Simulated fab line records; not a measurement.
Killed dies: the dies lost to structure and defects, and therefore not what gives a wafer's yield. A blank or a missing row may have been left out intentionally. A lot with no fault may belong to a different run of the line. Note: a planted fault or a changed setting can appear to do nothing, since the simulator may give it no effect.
Matching of chambers :: flow n5Finfet :: pecvd-01 running N5_BEOL_M12_DEP_53: 3 sister chambers
The step deposits SiCN from 3MS/NH3, target thk 30 nm, time 10.5 s. 3 wafers are shown with their chamber, then 8 later ones without.

WAFERS, EACH WITH ITS CHAMBER
wafer: L083.3
chamber: 2
throttleValvePct (%): 18.3

wafer: L086.4
chamber: 0
throttleValvePct (%): 18.1

wafer: L089.2
chamber: 1
throttleValvePct (%): 17.1

WAFERS WITH NO CHAMBER GIVEN
wafer: L089.4
throttleValvePct (%): 18.2

wafer: L089.5
throttleValvePct (%): 17.5

wafer: L093.2
throttleValvePct (%): 18.3

wafer: L093.4
throttleValvePct (%): 17.2

wafer: L093.6
throttleValvePct (%): 18.4

wafer: L097.1
throttleValvePct (%): 18.1

wafer: L097.3
throttleValvePct (%): 18.5

wafer: L097.6
throttleValvePct (%): 18.0

EACH ONE'S CHAMBER
wafer: L089.4
from the rows above: can't be placed: 0 or 2
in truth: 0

wafer: L089.5
from the rows above: can't be placed: 1 or 0
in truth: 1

wafer: L093.2
from the rows above: can't be placed: 2 or 0
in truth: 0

wafer: L093.4
from the rows above: 1
in truth: 1

wafer: L093.6
from the rows above: can't be placed: 2 or 0
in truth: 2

wafer: L097.1
from the rows above: can't be placed: 0 or 2
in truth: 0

wafer: L097.3
from the rows above: can't be placed: 2 or 0
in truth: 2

wafer: L097.6
from the rows above: can't be placed: 0 or 2
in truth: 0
1 of 8 placed correctly. Unplaceable from these rows: 7, with the true chamber sitting among the candidates in 7. Placed wrongly: 0.
How it was worked out, from the rows above alone: a wafer's distance from a chamber is the root of the sum, over the readings, of the square of ((its reading less the chamber's mean) divided by the reading's scatter). If the next closest chamber is less than 2 further off than the closest, the wafer can't be placed; otherwise it belongs to the closest. Each chamber's mean is taken over the wafers shown for it. The scatter: with one shown wafer a chamber, the root of the mean of the squares of how far each hidden wafer lies from its nearest shown one.
